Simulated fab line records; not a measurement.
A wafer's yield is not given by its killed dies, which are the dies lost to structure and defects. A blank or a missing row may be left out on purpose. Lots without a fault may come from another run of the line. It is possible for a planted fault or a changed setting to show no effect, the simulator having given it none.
Which tool is to blame? || flow n5-finfet || 13 lots, 37 wafers sampled, at 4 steps of a route of 1938

## WHAT THE GAUGES SHOWED, per wafer
N5_HKMG_FIN_INSPECT_14: inspects for defects (macro). Usual: raw-defect-count reads 2 (standard deviation 1.4).
{"lot": "L459", "measured": "day 4 06:22", "on": "defect-inspect-01", "raw-defect-count": "2 2 2", "flag": ""}
{"lot": "L461", "measured": "day 4 22:47", "on": "defect-inspect-02", "raw-defect-count": "4 2 1", "flag": ""}
{"lot": "L463", "measured": "day 5 03:31", "on": "defect-inspect-01", "raw-defect-count": "2 1 6", "flag": ""}
{"lot": "L462", "measured": "day 5 08:14", "on": "defect-inspect-01", "raw-defect-count": "1 2 2", "flag": ""}
{"lot": "L465", "measured": "day 5 16:13", "on": "defect-inspect-02", "raw-defect-count": "1 1 0", "flag": ""}
{"lot": "L467", "measured": "day 6 10:10", "on": "defect-inspect-01", "raw-defect-count": "1 2 0", "flag": ""}
{"lot": "L468", "measured": "day 6 15:09", "on": "defect-inspect-01", "raw-defect-count": "6 1", "flag": ""}
{"lot": "L470", "measured": "day 7 09:13", "on": "defect-inspect-02", "raw-defect-count": "0 2 1", "flag": ""}
{"lot": "L472", "measured": "day 7 15:30", "on": "defect-inspect-01", "raw-defect-count": "1 3 0", "flag": ""}
{"lot": "L473", "measured": "day 7 21:29", "on": "defect-inspect-02", "raw-defect-count": "2 3 0", "flag": ""}
{"lot": "L474", "measured": "day 8 01:43", "on": "defect-inspect-01", "raw-defect-count": "1 0 2", "flag": ""}
{"lot": "L475", "measured": "day 8 05:50", "on": "defect-inspect-02", "raw-defect-count": "2 2 1", "flag": ""}
{"lot": "L476", "measured": "day 8 17:16", "on": "defect-inspect-02", "raw-defect-count": "1 2", "flag": ""}

## WHAT TOOL EACH LOT RAN ON (gives the tool, then ch and the chambers of the sampled wafers, and finally the start)
{"lot": "L459", "N5_HKMG_FIN_STRIP_60": "plasma-asher-01 ch 0,1, day 4 03:35", "N5_HKMG_FIN_ALD_79": "ald-metal-04 ch 1,2,3, day 4 04:05", "N5_HKMG_FIN_PWFM_ALD_03": "ald-metal-04 ch 0,2, day 4 05:28"}
{"lot": "L461", "N5_HKMG_FIN_STRIP_60": "plasma-asher-01 ch 0,1, day 4 20:28", "N5_HKMG_FIN_ALD_79": "ald-metal-03 ch 0,1,3, day 4 20:57", "N5_HKMG_FIN_PWFM_ALD_03": "ald-metal-04 ch 1,2,3, day 4 22:02"}
{"lot": "L463", "N5_HKMG_FIN_STRIP_60": "plasma-asher-01 ch 0,1, day 5 01:11", "N5_HKMG_FIN_ALD_79": "ald-metal-04 ch 1,3, day 5 01:40", "N5_HKMG_FIN_PWFM_ALD_03": "ald-metal-04 ch 1,2,3, day 5 02:45"}
{"lot": "L462", "N5_HKMG_FIN_STRIP_60": "plasma-asher-01 ch 0,1, day 5 05:54", "N5_HKMG_FIN_ALD_79": "ald-metal-04 ch 2,3, day 5 06:23", "N5_HKMG_FIN_PWFM_ALD_03": "ald-metal-03 ch 1,2,3, day 5 07:28"}
{"lot": "L465", "N5_HKMG_FIN_STRIP_60": "plasma-asher-01 ch 0,1, day 5 13:45", "N5_HKMG_FIN_ALD_79": "ald-metal-04 ch 2,3, day 5 14:14", "N5_HKMG_FIN_PWFM_ALD_03": "ald-metal-04 ch 1,2, day 5 15:20"}
{"lot": "L467", "N5_HKMG_FIN_STRIP_60": "plasma-asher-02 ch 0,1, day 6 07:49", "N5_HKMG_FIN_ALD_79": "ald-metal-03 ch 1,2, day 6 08:19", "N5_HKMG_FIN_PWFM_ALD_03": "ald-metal-01 ch 1,2,3, day 6 09:24"}
{"lot": "L468", "N5_HKMG_FIN_STRIP_60": "plasma-asher-01 ch 0,1, day 6 12:46", "N5_HKMG_FIN_ALD_79": "ald-metal-04 ch 1,2, day 6 13:15", "N5_HKMG_FIN_PWFM_ALD_03": "ald-metal-01 ch 1,2, day 6 14:23"}
{"lot": "L470", "N5_HKMG_FIN_STRIP_60": "plasma-asher-02 ch 0,1, day 7 06:46", "N5_HKMG_FIN_ALD_79": "ald-metal-01 ch 0,1,2, day 7 07:15", "N5_HKMG_FIN_PWFM_ALD_03": "ald-metal-01 ch 0,2,3, day 7 08:20"}
{"lot": "L472", "N5_HKMG_FIN_STRIP_60": "plasma-asher-02 ch 0,1, day 7 13:02", "N5_HKMG_FIN_ALD_79": "ald-metal-03 ch 0,1,3, day 7 13:32", "N5_HKMG_FIN_PWFM_ALD_03": "ald-metal-03 ch 0,1,3, day 7 14:36"}
{"lot": "L473", "N5_HKMG_FIN_STRIP_60": "plasma-asher-01 ch 0,1, day 7 18:59", "N5_HKMG_FIN_ALD_79": "ald-metal-01 ch 0,3, day 7 19:29", "N5_HKMG_FIN_PWFM_ALD_03": "ald-metal-04 ch 0,1, day 7 20:36"}
{"lot": "L474", "N5_HKMG_FIN_STRIP_60": "plasma-asher-01 ch 0,1, day 7 23:28", "N5_HKMG_FIN_ALD_79": "ald-metal-03 ch 0,1, day 7 23:50", "N5_HKMG_FIN_PWFM_ALD_03": "ald-metal-03 ch 0,2,3, day 8 00:56"}
{"lot": "L475", "N5_HKMG_FIN_STRIP_60": "plasma-asher-01 ch 0,1, day 8 03:07", "N5_HKMG_FIN_ALD_79": "ald-metal-04 ch 1,2,3, day 8 03:37", "N5_HKMG_FIN_PWFM_ALD_03": "ald-metal-03 ch 1,3, day 8 04:57"}
{"lot": "L476", "N5_HKMG_FIN_STRIP_60": "plasma-asher-01 ch 0,1, day 8 14:39", "N5_HKMG_FIN_ALD_79": "ald-metal-04 ch 0,1, day 8 15:08", "N5_HKMG_FIN_PWFM_ALD_03": "ald-metal-04 ch 0,1, day 8 16:22"}
- N5_HKMG_FIN_STRIP_60: strips in N2/H2, time 360 s.
- N5_HKMG_FIN_ALD_79: deposits TiN, target thk 1.5 nm, pulse time 1 s, purge time 3 s.
- N5_HKMG_FIN_PWFM_ALD_03: deposits TiN, target thk 2 nm, pulse time 1 s, purge time 3 s.

## WHAT THE TOOLS THEMSELVES READ (means of the sampled wafers that have a number; where no wafer has one, the mark that the record gives instead)
N5_HKMG_FIN_STRIP_60. Usual: drypump-motor-current-A 5.10 A, standard deviation 0.29; heater-power-w 475 W, standard deviation 51; temp-c 299.95 C, standard deviation 0.18.
{"lot": "L459", "tool": "plasma-asher-01", "drypump-motor-current-A (A)": 4.93, "heater-power-w (W)": 507, "temp-c (C)": 300.10, "flag": ""}
{"lot": "L461", "tool": "plasma-asher-01", "drypump-motor-current-A (A)": 4.91, "heater-power-w (W)": 486, "temp-c (C)": 300.03, "flag": ""}
{"lot": "L463", "tool": "plasma-asher-01", "drypump-motor-current-A (A)": 4.92, "heater-power-w (W)": 506, "temp-c (C)": 299.92, "flag": ""}
{"lot": "L462", "tool": "plasma-asher-01", "drypump-motor-current-A (A)": 4.93, "heater-power-w (W)": 497, "temp-c (C)": 299.92, "flag": ""}
{"lot": "L465", "tool": "plasma-asher-01", "drypump-motor-current-A (A)": 4.92, "heater-power-w (W)": 499, "temp-c (C)": 299.89, "flag": ""}
{"lot": "L467", "tool": "plasma-asher-02", "drypump-motor-current-A (A)": 5.60, "heater-power-w (W)": 442, "temp-c (C)": 299.94, "flag": ""}
{"lot": "L468", "tool": "plasma-asher-01", "drypump-motor-current-A (A)": 4.92, "heater-power-w (W)": 490, "temp-c (C)": 299.83, "flag": ""}
{"lot": "L470", "tool": "plasma-asher-02", "drypump-motor-current-A (A)": 5.50, "heater-power-w (W)": 406, "temp-c (C)": 300.06, "flag": ""}
{"lot": "L472", "tool": "plasma-asher-02", "drypump-motor-current-A (A)": 5.51, "heater-power-w (W)": 409, "temp-c (C)": 299.95, "flag": ""}
{"lot": "L473", "tool": "plasma-asher-01", "drypump-motor-current-A (A)": 4.93, "heater-power-w (W)": 503, "temp-c (C)": 299.86, "flag": ""}
{"lot": "L474", "tool": "plasma-asher-01", "drypump-motor-current-A (A)": 4.92, "heater-power-w (W)": 486, "temp-c (C)": 299.72, "flag": ""}
{"lot": "L475", "tool": "plasma-asher-01", "drypump-motor-current-A (A)": 4.93, "heater-power-w (W)": 506, "temp-c (C)": 299.75, "flag": ""}
{"lot": "L476", "tool": "plasma-asher-01", "drypump-motor-current-A (A)": 4.93, "heater-power-w (W)": 492, "temp-c (C)": 299.94, "flag": ""}

N5_HKMG_FIN_ALD_79. Usual: heater-power-w 872 W, standard deviation 76; precursor-pulse-height-rel 0.998, standard deviation 0.019.
{"lot": "L459", "tool": "ald-metal-04", "heater-power-w (W)": 943, "precursor-pulse-height-rel": 0.989, "flag": ""}
{"lot": "L461", "tool": "ald-metal-03", "heater-power-w (W)": 806, "precursor-pulse-height-rel": 1.001, "flag": ""}
{"lot": "L463", "tool": "ald-metal-04", "heater-power-w (W)": 910, "precursor-pulse-height-rel": 1.008, "flag": ""}
{"lot": "L462", "tool": "ald-metal-04", "heater-power-w (W)": 922, "precursor-pulse-height-rel": 0.999, "flag": ""}
{"lot": "L465", "tool": "ald-metal-04", "heater-power-w (W)": 958, "precursor-pulse-height-rel": 1.007, "flag": ""}
{"lot": "L467", "tool": "ald-metal-03", "heater-power-w (W)": 850, "precursor-pulse-height-rel": 0.988, "flag": ""}
{"lot": "L468", "tool": "ald-metal-04", "heater-power-w (W)": 964, "precursor-pulse-height-rel": 1.006, "flag": ""}
{"lot": "L470", "tool": "ald-metal-01", "heater-power-w (W)": 894, "precursor-pulse-height-rel": 0.981, "flag": ""}
{"lot": "L472", "tool": "ald-metal-03", "heater-power-w (W)": 801, "precursor-pulse-height-rel": 0.998, "flag": ""}
{"lot": "L473", "tool": "ald-metal-01", "heater-power-w (W)": 844, "precursor-pulse-height-rel": 1.007, "flag": ""}
{"lot": "L474", "tool": "ald-metal-03", "heater-power-w (W)": 870, "precursor-pulse-height-rel": 0.987, "flag": ""}
{"lot": "L475", "tool": "ald-metal-04", "heater-power-w (W)": 937, "precursor-pulse-height-rel": 0.987, "flag": ""}
{"lot": "L476", "tool": "ald-metal-04", "heater-power-w (W)": 860, "precursor-pulse-height-rel": 0.998, "flag": ""}

N5_HKMG_FIN_PWFM_ALD_03. Usual: heater-power-w 877 W, standard deviation 65; precursor-pulse-height-rel 1.001, standard deviation 0.02.
{"lot": "L459", "tool": "ald-metal-04", "heater-power-w (W)": 936, "precursor-pulse-height-rel": 1.011, "flag": ""}
{"lot": "L461", "tool": "ald-metal-04", "heater-power-w (W)": 934, "precursor-pulse-height-rel": 1.008, "flag": ""}
{"lot": "L463", "tool": "ald-metal-04", "heater-power-w (W)": 934, "precursor-pulse-height-rel": 0.997, "flag": ""}
{"lot": "L462", "tool": "ald-metal-03", "heater-power-w (W)": 805, "precursor-pulse-height-rel": 0.995, "flag": ""}
{"lot": "L465", "tool": "ald-metal-04", "heater-power-w (W)": 929, "precursor-pulse-height-rel": 0.996, "flag": ""}
{"lot": "L467", "tool": "ald-metal-01", "heater-power-w (W)": 891, "precursor-pulse-height-rel": 0.977, "flag": ""}
{"lot": "L468", "tool": "ald-metal-01", "heater-power-w (W)": 918, "precursor-pulse-height-rel": 1.015, "flag": ""}
{"lot": "L470", "tool": "ald-metal-01", "heater-power-w (W)": 874, "precursor-pulse-height-rel": 1.005, "flag": ""}
{"lot": "L472", "tool": "ald-metal-03", "heater-power-w (W)": 794, "precursor-pulse-height-rel": 0.999, "flag": ""}
{"lot": "L473", "tool": "ald-metal-04", "heater-power-w (W)": 901, "precursor-pulse-height-rel": 1.012, "flag": ""}
{"lot": "L474", "tool": "ald-metal-03", "heater-power-w (W)": 787, "precursor-pulse-height-rel": 1.000, "flag": ""}
{"lot": "L475", "tool": "ald-metal-03", "heater-power-w (W)": 771, "precursor-pulse-height-rel": 0.990, "flag": ""}
{"lot": "L476", "tool": "ald-metal-04", "heater-power-w (W)": 873, "precursor-pulse-height-rel": 1.007, "flag": ""}

## THE ANSWER, worked out from the rows above alone
Rule: a lot counts as off when the mean over its wafers that have a number is more than 3 standard deviations away from the usual mean. Also off: a lot with no number at a reading for which 4 or more lots have one. All remaining lots with rows at the step are treated as sound. First the gauges in route order, then the tools' own readings, where a lot's mean is used as printed above. The first step at which some lot is off is used, and at that step the reading that is off furthest; a lot without a number counts as furthest.
None of the lots is off at any reading shown; this tells nothing.

## WHAT THE SIMULATOR PUT IN
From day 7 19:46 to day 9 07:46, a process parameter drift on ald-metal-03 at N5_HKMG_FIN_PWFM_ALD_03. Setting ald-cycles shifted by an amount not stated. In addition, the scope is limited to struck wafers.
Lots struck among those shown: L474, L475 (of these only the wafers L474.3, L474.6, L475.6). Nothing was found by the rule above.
